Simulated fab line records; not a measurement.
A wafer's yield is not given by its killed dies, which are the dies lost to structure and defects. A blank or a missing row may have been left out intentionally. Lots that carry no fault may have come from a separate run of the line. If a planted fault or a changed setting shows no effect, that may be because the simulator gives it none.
Problem report in the 8D (eight disciplines) form, filled by code | flow n5-finfet | the parts of the form that need people (team, actions taken, sign-off) are left out

== 1. PROBLEM STATEMENT ==
Wafers free of any fault read 55.8 ohm/sq (standard deviation 0.84) for RS_SD_P at N5_SD_ACTIVATION_RS_MEAS_03, against a mean of 76.0 ohm/sq on 9 wafers of 3 lots. That is +24 standard deviations from the usual mean.
The step: measures by four-point-probe.
First seen on wafer L479.2, day 5 22:47, on film-metro-02. The record has a number at this step for 27 wafers belonging to 10 lots. The rule behind "out" and "out of limits": a value lying over 4 standard deviations away from the usual mean. All remaining wafers that have a number are taken as sound.

== 2. WHAT IT IS; WHAT IT IS NOT ==
question                    | is                           | is not
which readings at this step | RS_SD_P                      | RS_SD_N
which lots                  | L479, L480, L482             | L470, L477, L478, L481, L490, L491, L492
which wafers of those lots  | all that have a number       | -
read on which gauges        | film-metro-01, film-metro-02 | -
when                        | from day 5 22:47             | up to then (8 sound wafers); but 10 sound wafers of L481, L490, L491, L492 came after

== 3. THE SUSPECTS, EACH WITH WHAT RULES IT OUT ==
Counting: a tool stays on the suspect list if, at a process step up to the reading, it processed all lots that are out and no sound lot following the first of them.
- ruled out: the gauge at N5_SD_ACTIVATION_RS_MEAS_03. Those wafers that are out were read across 2 gauges (film-metro-01, film-metro-02).
- epi-rpcvd-02 at N5_SD_EPI_P_EPI_21 (deposits SiGe:B, time 355 s): ruled out as a lasting fault. After its first lot that is out, L479 (day 5 20:17), sound lots L491 ran on it.
Left after counting: nothing in the record.

== 4. THE CAUSE (what the simulator had put in) ==
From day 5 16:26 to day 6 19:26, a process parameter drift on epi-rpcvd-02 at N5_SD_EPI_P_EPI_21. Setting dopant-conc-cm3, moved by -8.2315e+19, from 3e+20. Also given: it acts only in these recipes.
Counting ruled it out, wrongly: the rule takes a fault to strike every lot that its tool runs from its start on, and this one did not.

== 5. THE EFFECT CHAIN, in route order ==
Each row: a reading whose mean over the struck wafers that have a number lies more than 3 standard deviations from the usual. Scope: only readings with a usual standard deviation given in the record; hours: median across lots of the time from each lot's start at the first step in this table that gives one to its start at this step; sigmas: change in usual standard deviations.
hours | step                        | reading          | usual       | on struck wafers | change | sigmas
0     | N5_SD_ACTIVATION_RS_MEAS_03 | RS_SD_P          | 55.8 ohm/sq | 76.0             | +20.2  | +24
109   | N5_BEOL_M4_RC_MEAS_101      | ION_P            | 465 uA/um   | 443              | -22    | -3.3
109   | N5_BEOL_M4_RC_MEAS_101      | RC_DENSE_P       | 23.7 ohm.um | 29.0             | +5.3   | +8.2
109   | N5_BEOL_M4_RC_MEAS_101      | RC_P             | 19.3 ohm.um | 23.8             | +4.5   | +9.0
109   | N5_BEOL_M4_RC_MEAS_101      | REXT_P           | 99.4 ohm.um | 125.3            | +25.9  | +13
109   | N5_BEOL_M4_RC_MEAS_101      | RS_SD_P          | 65.5 ohm/sq | 87.3             | +21.8  | +22
218   | N5_PASSIVATION_PROBE_49     | sort_bin_8_speed | 0.00 %      | 0.78             | +0.78  | +99 or more
Process steps it contains:
- N5_PASSIVATION_PROBE_49
At these later measuring or inspecting steps, every struck wafer for which the step has a row has a number for every such reading, and none has moved that far: N5_ILD0_THK_MEAS_13.

== 6. WHAT WOULD HAVE CAUGHT IT SOONER ==
Counted from the fault's start at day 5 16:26, it took 6 hours until the first out-of-limits reading at a measuring or inspecting step in this record, taken at day 5 22:47.
Of the tool readings at N5_SD_EPI_P_EPI_21 for which the record gives a usual standard deviation, none was out on any struck wafer, so an alarm limit of 4 standard deviations on them would not have fired.
